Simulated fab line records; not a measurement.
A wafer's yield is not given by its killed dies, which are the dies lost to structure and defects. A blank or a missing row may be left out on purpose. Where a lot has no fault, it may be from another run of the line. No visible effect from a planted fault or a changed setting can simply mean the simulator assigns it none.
fab line records | flow n5Finfet
[record] lots = 12 wafers = 36 lastDay = 19
route steps=1938 shown SD_EPI_P@316 SD_ACTIVATION@330 ILD0@341 PASSIVATION@1936
lots that met no fault: from a run of the same line without faults
startH: start of the lot's first displayed wafer, in hours after the record's first day | waitH: hours elapsed since this lot's preceding step | " same as the row above | L1.1+2: several wafers, shown together as one row | - either no value or no given start | * or withheld: withheld | < > ~ a bound
route shown NAME@n: a module of which the file shows steps, and the number in the route of the first | usual: average and standard deviation across the fault-free wafers | same: alike in all rows | chamber/n: place in a boat | sites: readings site by site | _std_site: how widely they spread, as a standard deviation | _edge_site: outer sites' mean less inner sites' | radiusMm: how far each site lies from the wafer's centre | mask NAME#n: copy n | behind: tool/chamber where the wafer was last shaped | hold: why the lot went on hold/how many hours it stayed there/how the hold came to an end | device: whichever transistor did not switch (one of n, p or np) | end of line: tests run on the same wafers once the route is complete | where a step has no rows: the recipe by itself | killed: dies that structure and defects cost at the first sort, which is not the same as the wafer's yield | map: shows each die of a wafer: x if killed, . if not, _ if none is there
set.NAME: the setting the step ran with; set.NAME@STEP: the setting that earlier step ran with | model.NAME: the simulator's own value behind a step, which no gauge read
route steps across a sampled set of lots; one table per step, one row per wafer
services: from which hour (startH, from the record's first day; less than 0 if before it) a tool's chamber was out of use, for how many hours, and why
[[steps]]
[step N5_SD_EPI_P_STRIP_40]
[recipe] chemistry = N2/H2 powerW = 1000 tempC = 250 h2Frac = 0.65 overashFraction = 0.3 pressureMtorr = withheld n2FlowSccm = 1750 h2FlowSccm = 3250
[usual] drypumpMotorCurrentA = 5.17/0.29 heaterPowerW = 326/38 oesProductAu = 0.763/0.011 tempC = 249.98/0.23
[same] overashFraction = 0.3
// columns lot.wafer tool chamber startH waitH drypumpMotorCurrentA heaterPowerW oesProductAu rfHoursCounterH tempC
L363.1 plasmaAsher-01 1 57.77 0.0 5.46 286 0.757 34 250.08
L363.3 " 1 " " 5.47 278 0.773 - 250.15
L363.5 " 0 " " 4.82 335 0.756 - 249.66
L364.2 plasmaAsher-02 0 62.09 0.0 5.38 386 0.794 87 250.26
L364.4 " 1 " " 5.16 356 0.758 - 250.04
L364.6 " 0 " " 5.37 398 0.755 - 249.84
L365.1 plasmaAsher-01 1 67.05 0.1 5.48 286 0.764 36 249.69
L365.4 " 1 " " 5.45 287 0.765 - 249.67
L365.6 " 0 " " 4.81 345 0.760 - 250.06
L367.2 plasmaAsher-01 1 84.31 0.0 5.46 282 0.756 38 250.21
L367.4 " 1 " " 5.44 283 0.765 - 250.27
L367.6 " 1 " " 5.45 280 0.766 - 250.17
L369.1 plasmaAsher-01 1 92.74 0.0 5.47 289 0.756 40 250.00
L369.3 " 1 " " 5.45 285 0.758 - 249.63
L369.5 " 0 " " 4.81 340 0.758 - 250.45
L371.1 plasmaAsher-01 1 101.94 0.0 5.45 281 0.750 41 249.66
L371.4 " 0 " " 4.80 347 0.748 - 249.68
L371.5 " 1 " " 5.45 290 0.770 - 249.85
L372.2 plasmaAsher-01 1 107.39 0.0 5.47 280 0.780 42 250.37
L372.4 " 1 " " 5.46 288 0.746 - 249.92
L372.6 " 0 " " 4.79 332 0.768 - 249.88
L374.2 plasmaAsher-01 1 120.09 0.0 5.49 278 0.763 45 249.95
L374.5 " 0 " " 4.81 348 0.780 - 250.16
L374.6 " 1 " " 5.49 279 0.740 - 250.27
L375.1 plasmaAsher-01 1 133.05 0.0 5.46 283 0.754 47 249.89
L375.3 " 0 " " 4.82 333 0.765 - 250.19
L375.5 " 1 " " 5.46 285 0.737 - 249.92
L384.2 plasmaAsher-01 0 181.96 0.0 4.87 336 0.756 58 250.18
L384.5 " 0 " " 4.80 331 0.759 - 249.82
L384.6 " 1 " " 5.43 289 0.754 - 250.16
L385.1 plasmaAsher-02 0 187.58 0.0 5.39 390 0.776 112 249.88
L385.2 " 1 " " 5.16 345 0.747 112 249.94
L385.5 " 0 " " 5.37 398 0.774 - 249.85
L386.3 plasmaAsher-01 0 195.94 0.0 4.81 336 0.776 - 249.90
L386.4 " 1 " " 5.44 282 0.765 - 249.96
L386.5 " 0 " " 4.79 325 0.753 - 250.17
[step N5_SD_ACTIVATION_RTA_00]
[recipe] tempC = 975 timeS = 0 ambient = N2 idleTempC = 600 rampUpCPerS = 150 rampDownCPerS = 60 coolToC = 600
[usual] lampPowerPct = 8.96/0.052 lamp_zone_2_pct = 8.951/0.022 wafer_temp_C_max = 974.9/1.7
// columns lot.wafer tool chamber startH waitH lampPowerPct lamp_zone_2_pct wafer_temp_C_max
L363.1 rtpAnneal-02 0 60.69 0.0 8.99 8.941 976.1
L363.3 " 0 " " 8.93 8.952 976.9
L363.5 " 0 " " 8.91 8.951 974.6
L364.2 rtpAnneal-02 0 65.04 0.1 8.90 8.982 976.6
L364.4 " 0 " " 8.94 9.001 972.9
L364.6 " 0 " " 9.07 8.957 976.9
L365.1 rtpAnneal-01 0 69.97 0.0 8.99 8.917 971.0
L365.4 " 0 " " 8.97 8.959 973.9
L365.6 " 0 " " 8.94 8.917 971.5
L367.2 rtpAnneal-02 0 88.10 0.1 9.06 8.929 974.5
L367.4 " 0 " " 9.03 8.948 975.2
L367.6 " 0 " " 9.01 8.975 972.7
L369.1 rtpAnneal-01 0 96.59 0.1 8.96 8.935 978.9
L369.3 " 0 " " 9.03 8.902 976.2
L369.5 " 0 " " 8.91 8.938 971.3
L371.1 rtpAnneal-02 0 105.71 0.0 9.00 8.948 975.8
L371.4 " 0 " " 8.97 8.942 977.7
L371.5 " 0 " " 8.95 8.940 975.2
L372.2 rtpAnneal-02 0 110.38 0.1 8.93 8.945 973.8
L372.4 " 0 " " 8.91 8.946 975.7
L372.6 " 0 " " 8.86 8.924 975.8
L374.2 rtpAnneal-02 0 123.89 0.1 8.99 8.971 977.2
L374.5 " 0 " " 9.02 8.961 975.5
L374.6 " 0 " " 8.98 8.946 973.6
L375.1 rtpAnneal-02 0 136.81 0.0 8.97 8.964 973.4
L375.3 " 0 " " 9.00 8.952 973.9
L375.5 " 0 " " 8.99 8.950 972.9
L384.2 rtpAnneal-01 0 184.92 0.1 8.89 8.954 973.7
L384.5 " 0 " " 8.95 8.951 974.9
L384.6 " 0 " " 8.96 8.940 975.5
L385.1 rtpAnneal-02 0 190.66 0.2 8.93 8.918 973.2
L385.2 " 0 " " 9.00 8.972 974.4
L385.5 " 0 " " 8.90 8.935 974.3
L386.3 rtpAnneal-02 0 199.03 0.2 9.00 8.951 973.6
L386.4 " 0 " " 9.01 8.938 976.5
L386.5 " 0 " " 8.94 8.959 972.1
[step N5_SD_ACTIVATION_LSA_01]
[recipe] tempC = 1080 timeS = 0.0008 ambient = N2
[usual] wafer_temp_C_max = 1085.5/1.5
// columns lot.wafer tool chamber startH waitH wafer_temp_C_max
L363.1 laserAnneal-02 0 60.89 0.2 1086.2
L363.3 " 0 " " 1085.4
L363.5 " 0 " " 1085.6
L364.2 laserAnneal-01 0 65.24 0.2 1085.4
L364.4 " 0 " " 1085.5
L364.6 " 0 " " 1086.9
L365.1 laserAnneal-02 0 70.18 0.2 1083.9
L365.4 " 0 " " 1083.9
L365.6 " 0 " " 1085.2
L367.2 laserAnneal-02 0 88.30 0.2 1082.0
L367.4 " 0 " " 1083.6
L367.6 " 0 " " 1084.1
L369.1 laserAnneal-02 0 96.80 0.2 1083.5
L369.3 " 0 " " 1085.3
L369.5 " 0 " " 1085.1
L371.1 laserAnneal-02 0 105.92 0.2 1083.8
L371.4 " 0 " " 1086.8
L371.5 " 0 " " 1084.5
L372.2 laserAnneal-02 0 110.58 0.2 1085.3
L372.4 " 0 " " 1085.3
L372.6 " 0 " " 1083.9
L374.2 laserAnneal-02 0 124.09 0.2 1004.5
L374.5 " 0 " " 1006.2
L374.6 " 0 " " 1005.6
L375.1 laserAnneal-02 0 137.01 0.2 1004.0
L375.3 " 0 " " 1005.8
L375.5 " 0 " " 1005.0
L384.2 laserAnneal-01 0 185.12 0.2 1085.4
L384.5 " 0 " " 1086.4
L384.6 " 0 " " 1086.9
L385.1 laserAnneal-02 0 190.86 0.2 1085.2
L385.2 " 0 " " 1086.0
L385.5 " 0 " " 1084.2
L386.3 laserAnneal-01 0 199.23 0.2 1085.3
L386.4 " 0 " " 1085.4
L386.5 " 0 " " 1084.7
[step N5_ILD0_THK_MEAS_08]
[usual] thkNm = 139.3/1.2
// columns lot.wafer tool chamber startH waitH thkNm
L363.1 filmMetro-02 - 64.65 - 140.4
L363.3 " - " " 140.6
L363.5 " - " " 141.9
L364.2 filmMetro-02 - 69.16 - 138.3
L364.4 " - " " 139.1
L364.6 " - " " 138.2
L365.1 filmMetro-02 - 74.33 - 138.7
L365.4 " - " " 138.2
L365.6 " - " " 138.1
L367.2 filmMetro-02 - 91.81 - 139.4
L367.4 " - " " 139.4
L367.6 " - " " 139.3
L369.1 filmMetro-02 - 100.87 - 138.4
L369.3 " - " " 140.9
L369.5 " - " " 138.9
L371.1 filmMetro-01 - 109.78 - 138.5
L371.4 " - " " 139.8
L371.5 " - " " 139.3
L372.2 filmMetro-02 - 114.13 - 140.7
L372.4 " - " " 138.4
L372.6 " - " " 138.3
L374.2 filmMetro-01 - 128.87 - 138.1
L374.5 " - " " 138.1
L374.6 " - " " 139.9
L375.1 filmMetro-01 - 140.63 - 140.7
L375.3 " - " " 140.2
L375.5 " - " " 139.3
L384.2 filmMetro-02 - 189.63 - 138.9
L384.5 " - " " 137.3
L384.6 " - " " 139.6
L385.1 filmMetro-01 - 195.33 - 138.6
L385.2 " - " " 138.6
L385.5 " - " " 139.6
L386.3 filmMetro-01 - 203.09 - 139.6
L386.4 " - " " 141.5
L386.5 " - " " 141.3
[step N5_PASSIVATION_PROBE_49]
[usual] killed_at_M0_to_M3 = 35/12 killed_at_M4_up = 13/5.8 killedAtContacts = 12/5.5 killedAtFrontEnd = 36/9.9 killedAtOther = 4/3.7 killedDies = 101/18 killedOpen = 66/13 killedShort = 33/8
[same] grossDies = 1180 killedAtBackSide = 0
// columns lot.wafer tool chamber startH waitH killed_at_M0_to_M3 killed_at_M4_up killedAtContacts killedAtFrontEnd killedAtOther killedDies killedOpen killedShort
L367.2 prober-02 - 308.15 0.1 26 8 7 32 2 75 45 29
L367.4 prober-02 - 308.25 0.2 34 12 7 41 1 95 53 41
L367.6 prober-02 - 308.35 0.3 29 15 14 36 5 99 61 36
L374.2 prober-02 - 365.07 0.1 23 12 20 40 8 103 66 36
L374.5 prober-02 - 365.22 0.2 24 23 17 31 6 101 71 30
L374.6 prober-02 - 365.27 0.3 25 12 14 40 4 95 63 27
L375.1 prober-01 - 368.84 0.0 26 13 7 35 1 82 51 25
L375.3 prober-01 - 368.94 0.1 21 15 4 32 4 76 56 20
L375.5 prober-01 - 369.04 0.2 29 9 5 41 3 87 59 28
// killed by level:class
L367.2 GATE_CUT:geometricParticle:short=7 BEOL_M0_SAQP:geometricParticle:open=7 BEOL_M0_SAQP:geometricParticle:short=6 STARTING-WAFER:geometricParticle:short=6 STI_FIN_REVEAL:geometricParticle:open=4 MOL_CONTACT_COAG:geometricParticle:open=4 BEOL_M2:geometricParticle:open=4 BEOL_M3:geometricParticle:open=4
L367.4 FIN_SAQP:geometricParticle:short=11 BEOL_M3:geometricParticle:open=9 BEOL_M0_SAQP:geometricParticle:open=7 STARTING-WAFER:geometricParticle:short=6 BEOL_M0_SAQP:geometricParticle:short=5 FIN_SAQP:geometricParticle:open=4 MOL_CONTACT_COAG:geometricParticle:open=4 BEOL_M2:geometricParticle:open=4
L367.6 MOL_CONTACT_COAG:geometricParticle:open=11 GATE_CUT:geometricParticle:short=9 BEOL_M0_SAQP:geometricParticle:short=8 FIN_SAQP:geometricParticle:open=7 FIN_SAQP:geometricParticle:short=6 STI_FIN_REVEAL:geometricParticle:open=6 BEOL_M2:geometricParticle:open=6 BEOL_M1:geometricParticle:open=4
L374.2 MOL_CONTACT_COAG:geometricParticle:open=16 FIN_SAQP:geometricParticle:short=8 FIN_SAQP:geometricParticle:open=7 BEOL_M0_SAQP:geometricParticle:short=7 BEOL_M4:geometricParticle:open=6 BEOL_M0_SAQP:geometricParticle:open=6 STI_FIN_REVEAL:geometricParticle:open=5 DUMMY_GATE:geometricParticle:open=4
L374.5 MOL_CONTACT_COAG:geometricParticle:open=14 BEOL_M4:geometricParticle:open=13 BEOL_M0_SAQP:geometricParticle:open=9 FIN_SAQP:geometricParticle:open=5 FIN_SAQP:geometricParticle:short=5 GATE_CUT:geometricParticle:short=4 BEOL_M1:geometricParticle:open=4 BEOL_M4:geometricParticle:short=4
L374.6 FIN_SAQP:geometricParticle:open=10 MOL_CONTACT_COAG:geometricParticle:open=9 FIN_SAQP:geometricParticle:short=7 BEOL_M4:geometricParticle:open=6 BEOL_M0_SAQP:geometricParticle:open=5 BEOL_M0_SAQP:geometricParticle:short=5 DUMMY_GATE:geometricParticle:open=4 ILD0:geometricParticle:open=4
L375.1 MOL_CONTACT_COAG:geometricParticle:open=7 BEOL_M0_SAQP:geometricParticle:open=7 BEOL_M1:geometricParticle:open=7 SPACER0:geometricParticle:short=6 GATE_CUT:geometricParticle:short=4 STARTING-WAFER:geometricParticle:open=4 HKMG_FIN:areaEtch=4 STI_FIN_REVEAL:geometricParticle:open=3
L375.3 BEOL_M3:geometricParticle:open=9 STARTING-WAFER:geometricParticle:short=5 SPACER0:geometricParticle:short=4 SPACER0:geometricParticle:open=4 GATE_CUT:geometricParticle:open=4 BEOL_M0:geometricParticle:open=4 BEOL_M2:geometricParticle:open=4 BEOL_M8:geometricParticle:open=4
L375.5 BEOL_M0_SAQP:geometricParticle:open=9 BEOL_M1:geometricParticle:open=6 BEOL_M2:geometricParticle:open=6 FIN_SAQP:geometricParticle:short=5 DUMMY_GATE:geometricParticle:open=5 SPACER0:geometricParticle:open=5 GATE_CUT:geometricParticle:short=4 MOL_CONTACT_COAG:geometricParticle:open=4
[[services]]
// columns tool chamber startH hours kind
laserAnneal-02 - 55.25 3.2 pm
laserAnneal-01 - 109.61 1.6 pm
laserAnneal-01 - 136.87 2.7 repair
plasmaAsher-02 - 158.03 2.8 pm
[[key]]
[firstSign] step = N5_SD_ACTIVATION_LSA_01 reading = wafer_temp_C_max direction = down sigmas = 53 usual = * struck = *
effect none on later readings
metAt N5_SD_ACTIVATION_LSA_01
struckLots L374,L375
testerLeftOut L374,L375
notActingAt N5_SD_EPI_P_STRIP_40,N5_SD_ACTIVATION_RTA_00,N5_ILD0_THK_MEAS_08
onsetBetween 110.58 124.09
[fault] kind = processParameterDrift tool = laserAnneal-02 chamber = - onsetH = 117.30 steps = N5_SD_ACTIVATION_LSA_01 channel = tempC offset = * shape = step endH = 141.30 stated = *
// testerLeftOut: of these lots the tester's yield and bins aren't shown, on N5 and GAA mostly nor the transistor test; their killed dies are dies lost to structure and defects alone, not to doping, threshold or leakage, so they don't give the yield
